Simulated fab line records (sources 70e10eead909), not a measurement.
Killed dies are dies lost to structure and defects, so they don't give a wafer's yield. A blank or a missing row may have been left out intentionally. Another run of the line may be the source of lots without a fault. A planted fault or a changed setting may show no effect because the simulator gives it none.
A struck lot beside a sound one -- flow nand harc -- 12 steps out of a route of 1159
Sound: wafers L616.3, L616.4, L616.5. Struck: wafer L624.5. (L624.2, L624.6 of the same lot were not struck and are left out.) The cause comes at the end.
Each step with rows lists, per side, the tool, then ch with its chambers, then its first start. Under that, the readings that differ: sound wafers -- struck wafers -- difference of the means -- sigmas: that difference in standard deviations of wafers without a fault.
alike: readings with means less than 2 such deviations apart, plus words and numbers identical on both sides. not compared: withheld readings, readings lacking a value on some wafer, bounds such as >300 that could conceal the same value, and numbers that have no deviation in the record and whose values overlap.
The two part at a step that has a row with sigmas, a row that says differs or no value, or rows on one side only. When numbers do not overlap yet have no deviation, they are printed without sigmas and do not part them. A reading missing from all wafers of one side parts the sides only when that side holds two or more wafers.

NHARC_A_WL_FILL_INSPECT_15:
  sound: defect inspect-01 at day 16 11:29; struck: defect inspect-02 at day 18 11:19
  alike: raw defect count
NHARC_A_CONTACT_DEP_24: deposits SiO2, target thk 500 nm.
  sound on pecvd-01 ch 0,1,2, day 16 11:32; struck on pecvd-04 ch 1, day 18 11:31
  alike: heater power w, rf fwd power W, showerhead vpp V, throttle valve pct
NHARC_A_CONTACT_DEP_28: deposits aC, target thk 3600 nm.
  sound on acl dep-02 ch 0, day 16 17:47; struck on acl dep-03 ch 0, day 18 14:42
  alike: throttle valve pct
NHARC_A_CONTACT_DEP_29: deposits SiON, target thk 70 nm.
  sound on pecvd-02 ch 1,2, day 16 19:15; struck on pecvd-02 ch 0, day 18 15:35
reading,sound,struck,difference,sigmas
showerhead vpp V (V),1184 1194 1162,1069,-111,-2
  alike: heater power w, rf fwd power W
then, 5 steps without rows for these wafers: NHARC_A_CONTACT_DEHYDRATE_32 (time 120 s); NHARC_A_CONTACT_HMDS_33 (time 30 s); NHARC_A_CONTACT_COAT_34 (time 75 s); NHARC_A_CONTACT_COAT_35 (time 65 s); NHARC_A_CONTACT_COAT_36 (resist thk 90 nm).
NHARC_A_CONTACT_SOFTBAKE_37: time 55 s.
  sound on litho track-04 ch 0, day 16 19:00; struck on litho track-04 ch 0, day 18 15:00
reading,sound,struck,difference,sigmas
heater power total W (W),188.38 188.25 188.39,222.68,+34.34,+99 or more
after that, 1 step had no rows for these wafers: NHARC_A_CONTACT_EBR_38.
-- break in the record here, with 3 days between the starts of the struck wafers on either side (left off in module A_CONTACT, picked up again in module END, where the first step shown is number 1159 on the route) --
NHARC_END_SORT_01:
  at this point the record logs the struck wafers (prober-01 ch 0, day 21 11:43) and has no rows for the sound ones

== WHERE THEY PART ==
At NHARC_A_CONTACT_DEP_29 first; at NHARC_END_SORT_01 last (within this record only).

WHY: the cause the simulator had injected
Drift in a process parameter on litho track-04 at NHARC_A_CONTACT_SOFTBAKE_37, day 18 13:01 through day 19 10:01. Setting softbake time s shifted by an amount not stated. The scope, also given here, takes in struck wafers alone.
